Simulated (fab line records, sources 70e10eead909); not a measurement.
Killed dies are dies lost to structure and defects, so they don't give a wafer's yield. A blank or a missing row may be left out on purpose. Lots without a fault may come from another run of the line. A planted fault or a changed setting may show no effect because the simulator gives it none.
Which tool did it? | flow nand_harc | 12 lots, 36 wafers sampled, at 5 steps of a route of 1302

WHAT THE GAUGES READ, wafer by wafer
NHARC_END_SORT_01.
lot  | measured     | on        | defect_limited_yield (%) | killed_at_array | killed_at_other | killed_at_periphery | killed_dies | killed_open | killed_short
L287 | day 28 20:47 | prober-01 | 90.8 82.4 91.9           | 56 50 53        | 0 2 0           | 6 67 2              | 62 119 55   | 4 3 3       | 3 3 2

WHICH TOOL RAN EACH LOT (tool, then ch and the chambers of the sampled wafers, then the start)
lot  | NHARC_P_BONDPAD_STRIP_16            | NHARC_A_BONDPAD_PVD_27                  | NHARC_THIN_TSV_ETCH_44             | NHARC_THIN_TSV_STRIP_56
L276 | wet_bench-08 ch 0,1,5, day 6 22:00  | pvd_sputter-01, day 23 18:48 or earlier | rie_diel-09 ch 1,2,3, day 23 18:48 | plasma_asher-01 ch 0,1, day 24 01:11
L277 | wet_bench-08 ch 3,4,6, day 7 10:48  | pvd_sputter-03, day 24 09:24 or earlier | rie_diel-09 ch 0,1, day 24 09:24   | plasma_asher-01 ch 0,1, day 24 15:43
L278 | wet_bench-08 ch 0,4,5, day 7 16:58  | pvd_sputter-02, day 25 01:35 or earlier | rie_diel-05 ch 0,1,3, day 25 01:35 | plasma_asher-02 ch 0,1, day 25 07:52
L279 | wet_bench-10 ch 0,3,7, day 8 08:20  | pvd_sputter-03, day 25 00:26 or earlier | rie_diel-09 ch 2,3, day 25 00:26   | plasma_asher-01 ch 0,1, day 25 06:43
L280 | wet_bench-08 ch 3,4,7, day 8 21:28  | pvd_sputter-03, day 25 21:07 or earlier | rie_diel-09 ch 0,2,3, day 25 21:07 | plasma_asher-02 ch 0,1, day 26 03:11
L287 | wet_bench-10 ch 2,4,6, day 11 11:38 | pvd_sputter-01, day 28 03:35 or earlier | rie_diel-09 ch 0,1,3, day 28 03:35 | plasma_asher-01 ch 0,1, day 28 09:47
L291 | wet_bench-08 ch 3,4,5, day 13 05:34 | pvd_sputter-01, day 30 03:34 or earlier | rie_diel-05 ch 1,2, day 30 03:34   | plasma_asher-02 ch 1, day 30 10:17
L293 | wet_bench-08 ch 1,3,7, day 14 03:44 | pvd_sputter-02, day 31 16:38 or earlier | rie_diel-05 ch 0,2,3, day 31 16:38 | plasma_asher-02 ch 0,1, day 31 22:49
L295 | wet_bench-10 ch 1,2,6, day 14 23:20 | pvd_sputter-01, day 31 12:10 or earlier | rie_diel-05 ch 2,3, day 31 12:10   | plasma_asher-02 ch 0,1, day 31 18:34
L296 | wet_bench-08 ch 0,3,5, day 15 06:08 | pvd_sputter-03, day 32 13:39 or earlier | rie_diel-09 ch 1,3, day 32 13:39   | plasma_asher-02 ch 0,1, day 32 19:56
L297 | wet_bench-10 ch 1,3,6, day 15 20:58 | pvd_sputter-01, day 32 12:23 or earlier | rie_diel-03 ch 0,2,3, day 32 12:23 | plasma_asher-02 ch 0,1, day 32 18:46
L298 | wet_bench-10 ch 0,6,7, day 16 12:10 | pvd_sputter-03, day 33 18:14 or earlier | rie_diel-03 ch 0,3, day 33 18:14   | plasma_asher-02 ch 0,1, day 34 00:43
- NHARC_P_BONDPAD_STRIP_16: strips in post etch residue remover, time 600 s.
- NHARC_A_BONDPAD_PVD_27: deposits Cu, target thk 30 nm, time 20.49 s.
- NHARC_THIN_TSV_ETCH_44: etches the open film in CF4/O2, target depth 1594.2 nm, time 797.1 s.
- NHARC_THIN_TSV_STRIP_56: strips in O2.

WHAT THE TOOLS THEMSELVES READ (means of the sampled wafers that have a number; where no wafer has one, the mark that the record gives instead)
NHARC_A_BONDPAD_PVD_27.
lot  | tool           | chamber_pressure_pa (Pa) | throttle_valve_pct (%)
L276 | pvd_sputter-01 | 5.006                    | 28.4
L277 | pvd_sputter-03 | 4.993                    | 29.8
L278 | pvd_sputter-02 | 4.992                    | 29.0
L279 | pvd_sputter-03 | 4.996                    | 30.2
L280 | pvd_sputter-03 | 4.995                    | 30.0
L287 | pvd_sputter-01 | 4.993                    | 28.7
L291 | pvd_sputter-01 | 5.000                    | 27.7
L293 | pvd_sputter-02 | 5.001                    | 28.6
L295 | pvd_sputter-01 | 4.998                    | 27.8
L296 | pvd_sputter-03 | 5.001                    | 29.8
L297 | pvd_sputter-01 | 4.997                    | 29.2
L298 | pvd_sputter-03 | 4.992                    | 29.5

NHARC_THIN_TSV_ETCH_44.
lot  | tool        | cf4_flow_sccm (sccm) | chamber_pressure_mTorr (mTorr) | drypump_motor_current_A (A) | o2_flow_sccm (sccm) | oes_product_au (a.u.) | rf_fwd_power_W (W) | rf_vpp_V (V) | showerhead_plenum_p_Torr (Torr) | throttle_valve_pct (%)
L276 | rie_diel-09 | 150.1                | 30.018                         | 5.9                         | 10.015              | 1.003                 | 299.5              | 796          | 1.85                            | 16.918
L277 | rie_diel-09 | 149.9                | 29.964                         | 5.9                         | 10.000              | 0.998                 | 299.2              | 799          | 1.90                            | 16.917
L278 | rie_diel-05 | 150.1                | 30.023                         | 5.7                         | 9.989               | 0.990                 | 299.6              | 795          | 1.84                            | 16.918
L279 | rie_diel-09 | 149.3                | 29.979                         | 5.9                         | 10.009              | 1.017                 | 300.0              | 796          | 1.85                            | 16.915
L280 | rie_diel-09 | 149.8                | 30.016                         | 5.9                         | 10.002              | 1.004                 | 299.2              | 797          | 1.88                            | 16.914
L287 | rie_diel-09 | 150.1                | 30.003                         | 6.0                         | 10.004              | 1.000                 | 299.2              | 797          | 1.88                            | 16.919
L291 | rie_diel-05 | 149.5                | 29.994                         | 5.5                         | 9.998               | 1.018                 | 300.2              | 792          | 1.79                            | 16.912
L293 | rie_diel-05 | 150.5                | 29.997                         | 5.5                         | 10.014              | 1.006                 | 300.5              | 797          | 1.88                            | 16.910
L295 | rie_diel-05 | 149.4                | 30.016                         | 5.6                         | 9.953               | 1.009                 | 298.6              | 797          | 1.90                            | 16.919
L296 | rie_diel-09 | 150.0                | 30.015                         | 6.1                         | 10.036              | 1.013                 | 300.2              | 794          | 1.82                            | 16.924
L297 | rie_diel-03 | 150.4                | 29.971                         | 5.2                         | 10.011              | 1.001                 | 299.0              | 791          | 1.79                            | 16.925
L298 | rie_diel-03 | 150.0                | 30.017                         | 4.9                         | 9.995               | 0.998                 | 300.1              | 793          | 1.80                            | 16.922

NHARC_THIN_TSV_STRIP_56.
lot  | tool            | drypump_motor_current_A (A) | heater_power_w (W)
L276 | plasma_asher-01 | 5.8                         | 351
L277 | plasma_asher-01 | 5.6                         | 332
L278 | plasma_asher-02 | 6.1                         | 350
L279 | plasma_asher-01 | 5.8                         | 343
L280 | plasma_asher-02 | 5.9                         | 376
L287 | plasma_asher-01 | 5.7                         | 334
L291 | plasma_asher-02 | 5.6                         | 411
L293 | plasma_asher-02 | 6.1                         | 347
L295 | plasma_asher-02 | 6.1                         | 344
L296 | plasma_asher-02 | 6.1                         | 342
L297 | plasma_asher-02 | 5.9                         | 379
L298 | plasma_asher-02 | 6.1                         | 363

THE ANSWER, worked out from the rows above alone
Rule: what is usual is taken from the lots themselves. Put in order of their means at a reading, lots are off if they are a third of the lots or fewer, leave a main group of 4 or more, and stand apart from it by a gap of 3 or more times the standard deviation of the main group's means; of several such gaps the widest counts. A main group whose means are all the same, to the digits that the tables above print for the reading, isn't used. A lot without any number at a reading at which 4 lots or more have one is off too. The other lots that the step has rows for count as sound. The gauges are gone through in route order, then the tools' own readings, and for those a lot's mean is taken as printed above. The first step at which some lot is off is used, and at that step the reading that is off furthest; a lot without a number counts as furthest.
No lot is off at any reading shown: from this, nothing can be told.

WHAT THE SIMULATOR HAD PUT IN
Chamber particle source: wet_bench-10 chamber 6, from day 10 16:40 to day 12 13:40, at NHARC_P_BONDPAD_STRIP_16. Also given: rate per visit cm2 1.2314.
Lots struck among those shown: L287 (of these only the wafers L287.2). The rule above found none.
